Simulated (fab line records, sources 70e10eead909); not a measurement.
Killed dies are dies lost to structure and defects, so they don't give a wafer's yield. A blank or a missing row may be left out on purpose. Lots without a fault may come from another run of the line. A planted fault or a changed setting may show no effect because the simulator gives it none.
Chamber matching | flow nand_harc | NHARC_P_M2_STRIP_18 on rie_diel-07: 4 sister chambers
The step strips in N2/H2. 14 wafers are shown with their chamber, then 7 later ones without.

WAFERS WITH THEIR CHAMBER
wafer  | chamber | drypump_motor_current_A (A) | oes_product_au (a.u.) | rf_vpp_V (V)
L078.4 | 3       | 5.4                         | 0.998                 | 91.3
L078.5 | 2       | 5.9                         | 1.002                 | 91.3
L078.6 | 1       | 5.1                         | 1.015                 | 90.3
L083.3 | 3       | 5.3                         | 0.999                 | 92.8
L083.5 | 2       | 5.9                         | 0.998                 | 92.5
L083.6 | 3       | 5.3                         | 0.987                 | 91.1
L085.1 | 3       | 5.3                         | 1.001                 | 91.9
L085.5 | 3       | 5.3                         | 0.996                 | 91.9
L085.6 | 0       | 5.4                         | 0.991                 | 91.0
L087.2 | 2       | 5.8                         | 1.003                 | 92.1
L087.3 | 1       | 5.1                         | 1.019                 | 90.6
L087.5 | 1       | 5.1                         | 1.016                 | 90.7
L089.1 | 2       | 5.9                         | 1.006                 | 89.8
L089.2 | 0       | 5.4                         | 0.990                 | 90.7

SIGNATURES (means of the wafers above)
reading                 | chamber 0 | chamber 1 | chamber 2 | chamber 3 | scatter within a chamber
drypump_motor_current_A | 5.400     | 5.100     | 5.875     | 5.320     | 0.0394
oes_product_au          | 0.99050   | 1.01667   | 1.00225   | 0.99620   | 0.00401
rf_vpp_V                | 90.850    | 90.533    | 91.425    | 91.800    | 0.785
Rule: a wafer's distance from a chamber is the root of the sum, over the readings, of the square of ((its reading less the chamber's mean) divided by the reading's scatter). The wafer belongs to the nearest chamber; if the next one is less than 2 further off, it can't be placed. The scatter: the root of (the sum of the squares of (reading less its chamber's mean) over the shown wafers, divided by (wafers less chambers)).

WAFERS WITHOUT THEIR CHAMBER
wafer  | drypump_motor_current_A (A) | oes_product_au (a.u.) | rf_vpp_V (V)
L089.6 | 5.1                         | 1.014                 | 90.7
L093.2 | 5.9                         | 0.997                 | 92.2
L093.4 | 5.4                         | 0.994                 | 90.5
L093.6 | 5.1                         | 1.010                 | 90.8
L097.1 | 5.9                         | 0.990                 | 91.0
L097.4 | 5.1                         | 1.003                 | 89.9
L097.5 | 5.3                         | 1.004                 | 91.6

WHICH CHAMBER EACH WENT THROUGH
wafer  | from the rows above     | in truth
L089.6 | 1                       | 1
L093.2 | 2                       | 2
L093.4 | can't be placed: 0 or 3 | 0
L093.6 | 1                       | 1
L097.1 | 2                       | 2
L097.4 | 1                       | 1
L097.5 | 3                       | 3
Placed correctly: 6 of 7. Can't be placed from these rows: 1 (the true chamber is among the candidates in 1). Placed wrongly: 0.
